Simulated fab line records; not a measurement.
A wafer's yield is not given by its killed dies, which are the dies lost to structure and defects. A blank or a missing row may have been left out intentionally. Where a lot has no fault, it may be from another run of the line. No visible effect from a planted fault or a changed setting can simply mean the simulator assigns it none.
Matching of chambers -- flow n5 finfet -- rie diel-01 running N5_SDB_ETCH_18: 4 sister chambers
The step etches SOC in N2/H2, target depth 100 nm, overetch 20 nm, time 150 s. 8 wafers are shown with their chamber, then 7 later ones without.

WAFERS WITH THEIR CHAMBER
wafer,chamber,throttle valve pct (%),drypump motor current A (A)
L078.4,0,17.84,4.9
L079.1,3,18.04,5.3
L079.3,0,17.85,4.9
L081.3,2,17.20,6.5
L081.5,1,17.76,5.1
L081.6,2,17.21,6.4
L086.1,3,18.09,5.3
L086.3,1,17.76,5.1

WAFERS WITH NO CHAMBER GIVEN
wafer,throttle valve pct (%),drypump motor current A (A)
L086.5,17.88,4.9
L088.2,18.07,5.3
L088.4,17.24,6.4
L088.5,17.23,6.5
L097.2,17.93,4.9
L097.3,17.30,6.4
L097.5,17.91,4.9

WHICH CHAMBER EACH ONE RAN IN
wafer,from the rows above,in truth
L086.5,0,0
L088.2,3,3
L088.4,2,2
L088.5,2,2
L097.2,0,0
L097.3,2,2
L097.5,0,0
Correct placement for 7 of the 7. Can't be placed from these rows: 0. 0 placed wrongly.
How it was worked out, from the rows above alone: a wafer's distance from a chamber is the root of the sum, over the readings, of the square of ((its reading less the chamber's mean) divided by the reading's scatter). If the next closest chamber is less than 2 further off than the closest, the wafer can't be placed; otherwise it belongs to the closest. Each chamber's mean is taken over the wafers shown for it. How the scatter is found: for the shown wafers, subtract from each reading the mean of its chamber, square and add these, divide the total by (wafers less chambers), then take the root.
